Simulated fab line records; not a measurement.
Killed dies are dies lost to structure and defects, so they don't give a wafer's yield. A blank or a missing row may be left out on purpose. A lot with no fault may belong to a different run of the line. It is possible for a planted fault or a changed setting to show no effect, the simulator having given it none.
A struck lot beside a sound one -- flow nand harc -- 40 out of 1302 route steps
Sound: these wafers, L271.1, L271.2, L271.6. Wafers struck: L283.3, L283.4, L283.5. Last of all comes the cause.
At each step with rows: each side's tool, then ch and its chambers, then its first start. Under that, the readings that differ: sound wafers -- struck wafers -- difference of the means -- sigmas: that difference in standard deviations of wafers without a fault.
alike: words and numbers the same on both sides, and readings whose means are apart by under 2 such deviations; not compared: readings that were withheld, readings missing a value for some wafer, numbers with overlapping values and no deviation given by the record, and bounds like >300 which may hide the same value.
A row with sigmas, a row that says differs or no value, or rows on one side alone: a step with any of these is where the two part. Non-overlapping numbers with no deviation appear without sigmas and do not part them. A reading that every wafer of one side lacks parts them only if that side has two wafers or more.

first, 4 steps without rows for these wafers: NHARC_A_STAIRCASE_EXPOSE_247 (exposes mask SDS 1); NHARC_A_STAIRCASE_PEB_248 (peb time 130 s); NHARC_A_STAIRCASE_DEVELOP_249 (time 140 s); NHARC_A_STAIRCASE_HARDBAKE_251 (time 140 s).
NHARC_A_STAIRCASE_DESCUM_252: chemistry O2, time 3 s.
  sound on rie diel-02 ch 1,3, day 16 12:56; struck on rie diel-10 ch 0,1, day 21 08:53
  alike: drypump motor current A, oes product au, rf vpp V, showerhead plenum p Torr, throttle valve pct
  not compared: rf hours counter h
NHARC_A_STAIRCASE_ETCH_253: etches the open film in C4F8/O2, target depth 50 nm, time 20.2 s.
  sound on rie diel-02 ch 0,1,2, day 16 13:02; struck on rie diel-10 ch 0,1, day 21 08:59
  alike: bias w, oes product au, rf vpp V
  not compared: rf hours counter h
NHARC_A_STAIRCASE_STRIP_254: strips in O2.
  sound on plasma asher-02 ch 0,1, day 16 13:07; struck on plasma asher-01 ch 0,1, day 21 09:09
  alike: drypump motor current A, heater power w
  not compared: rf hours counter h
then, 4 steps without rows for these wafers: NHARC_A_STAIRCASE_STRIP_255 (strips in SPM, time 900 s); NHARC_A_STAIRCASE_PRECLEAN_256 (cleans in SC1); NHARC_A_STAIRCASE_SRD_257; NHARC_A_STAIRCASE_HM_DEP_456 (deposits aC, target thk 3100 nm).
NHARC_A_STAIRCASE_DEP_259: deposits SiON, target thk 30 nm.
  sound on pecvd-01 ch 1,2, day 16 17:01; struck on pecvd-02 ch 1,2, day 21 11:43
  alike: heater power w, susceptor temp C
then, 9 steps without rows for these wafers: NHARC_A_STAIRCASE_DEHYDRATE_260 (time 120 s); NHARC_A_STAIRCASE_HMDS_261 (time 30 s); NHARC_A_STAIRCASE_COAT_262; NHARC_A_STAIRCASE_SOFTBAKE_263 (time 170 s); NHARC_A_STAIRCASE_EBR_264; NHARC_A_STAIRCASE_EXPOSE_265 (exposes mask CHOP 200); NHARC_A_STAIRCASE_PEB_266 (peb time 130 s); NHARC_A_STAIRCASE_DEVELOP_267 (time 140 s); NHARC_A_STAIRCASE_HARDBAKE_269 (time 140 s).
NHARC_A_STAIRCASE_DESCUM_270: chemistry O2, time 3 s.
  sound on rie diel-02 ch 0,3, day 16 17:59; struck on rie diel-02 ch 2,3, day 21 12:43
  alike: drypump motor current A, oes product au, rf vpp V, showerhead plenum p Torr, throttle valve pct
  not compared: rf hours counter h
then, 3 steps without rows for these wafers: NHARC_A_STAIRCASE_ETCH_271 (etches the open film in CF4/CHF3); NHARC_A_STAIRCASE_HM_OPEN_457 (chemistry O2/COS); NHARC_A_STAIRCASE_STRIP_458 (strips in O2/COS).
NHARC_A_STAIRCASE_ETCH_451: etches the open film in CF4/O2, target depth 30 nm, overetch 3 nm, time 16.5 s.
  sound on rie diel-02 ch 1,2,3; struck on rie diel-02 ch 1,2,3
  alike: bias w, drypump motor current A, oes_o_777_au, oes product au, rf vpp V, showerhead plenum p Torr, throttle valve pct
  not compared: rf hours counter h
then, 13 steps without rows for these wafers: NHARC_A_STAIRCASE_ETCH_273 (etches the open film in C4F8/O2/Ar, target depth 10200 nm, time 2468.6 s); NHARC_A_STAIRCASE_STRIP_274 (strips in O2); NHARC_A_STAIRCASE_STRIP_275 (strips in SPM, time 900 s); NHARC_A_STAIRCASE_PRECLEAN_276 (cleans in SC1); NHARC_A_STAIRCASE_SRD_277; NHARC_A_STAIRCASE_HM_DEP_459 (deposits aC, target thk 1500 nm); NHARC_A_STAIRCASE_DEP_280 (deposits SiON, target thk 30 nm); NHARC_A_STAIRCASE_DEHYDRATE_281 (time 120 s); NHARC_A_STAIRCASE_HMDS_282 (time 30 s); NHARC_A_STAIRCASE_COAT_283; NHARC_A_STAIRCASE_SOFTBAKE_284 (time 170 s); NHARC_A_STAIRCASE_EBR_285; NHARC_A_STAIRCASE_EXPOSE_286 (exposes mask CHOP 100).
-- jump in the record: it breaks off in module A_STAIRCASE and resumes in module END (first step shown: number 1302 of the route), and 8 days separate the struck wafers' starts before and after --
NHARC_END_SORT_01:
  the record has rows for the struck wafers here (prober-01 ch 0, day 29 06:57) and none for the sound ones

== WHERE THEY PART ==
Only at NHARC_END_SORT_01, within this record.

WHY: whatever the simulator had introduced
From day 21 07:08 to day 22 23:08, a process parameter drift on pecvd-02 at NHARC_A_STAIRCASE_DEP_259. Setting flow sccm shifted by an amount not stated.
